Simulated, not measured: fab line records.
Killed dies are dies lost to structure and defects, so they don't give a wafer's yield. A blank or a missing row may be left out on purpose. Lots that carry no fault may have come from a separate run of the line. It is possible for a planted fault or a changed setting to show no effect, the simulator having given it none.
Matching of chambers + flow n5Finfet + N5_BEOL_M13_DEP_53 on pecvd-03: 3 sister chambers
The step deposits SiCN from 3MS/NH3, target thk 50 nm, time 17.8 s. 14 wafers are shown with their chamber, then 7 later ones without.

## WAFERS PAIRED WITH THEIR CHAMBERS
| wafer  | chamber | throttleValvePct (%) | showerheadPlenumPTorr (Torr) |
|--------|---------|----------------------|------------------------------|
| L074.1 | 1       | 17.0                 | 4.170                        |
| L074.2 | 0       | 20.0                 | 4.201                        |
| L074.3 | 2       | 17.7                 | 4.134                        |
| L074.4 | 1       | 16.9                 | 4.169                        |
| L074.5 | 0       | 19.9                 | 4.207                        |
| L074.6 | 2       | 17.8                 | 4.135                        |
| L080.1 | 0       | 19.9                 | 4.202                        |
| L080.3 | 1       | 16.7                 | 4.193                        |
| L080.5 | 1       | 16.8                 | 4.193                        |
| L081.1 | 2       | 17.6                 | 4.146                        |
| L081.3 | 1       | 16.6                 | 4.182                        |
| L081.6 | 0       | 19.9                 | 4.189                        |
| L091.1 | 2       | 17.7                 | 4.125                        |
| L091.3 | 1       | 16.9                 | 4.177                        |

SIGNATURES (means of the wafers above)
| reading               | chamber 0 | chamber 1 | chamber 2 | scatter within a chamber |
|-----------------------|-----------|-----------|-----------|--------------------------|
| throttleValvePct      | 19.925    | 16.817    | 17.700    | 0.111                    |
| showerheadPlenumPTorr | 4.19975   | 4.18067   | 4.13500   | 0.00937                  |
Rule: for a wafer and a chamber, the distance is found by dividing, reading by reading, the gap between the wafer's reading and the chamber's mean by the reading's scatter, squaring, summing and taking the root. If the next closest chamber is less than 2 further off than the closest, the wafer can't be placed; otherwise it belongs to the closest. The scatter: the root of (the sum of the squares of (reading less its chamber's mean) over the shown wafers, divided by (wafers less chambers)).

## WAFERS WITH NO CHAMBER GIVEN
| wafer  | throttleValvePct (%) | showerheadPlenumPTorr (Torr) |
|--------|----------------------|------------------------------|
| L091.5 | 17.7                 | 4.135                        |
| L092.1 | 16.9                 | 4.182                        |
| L092.2 | 19.7                 | 4.208                        |
| L092.6 | 19.8                 | 4.199                        |
| L093.1 | 16.8                 | 4.178                        |
| L093.4 | 17.1                 | 4.187                        |
| L093.5 | 17.9                 | 4.140                        |

## EACH ONE'S CHAMBER
| wafer  | from the rows above | in truth |
|--------|---------------------|----------|
| L091.5 | 2                   | 2        |
| L092.1 | 1                   | 1        |
| L092.2 | 0                   | 0        |
| L092.6 | 0                   | 0        |
| L093.1 | 1                   | 1        |
| L093.4 | 1                   | 1        |
| L093.5 | 2                   | 2        |
7 of 7 placed correctly. Left unplaced by these rows: 0. Number placed wrongly: 0.
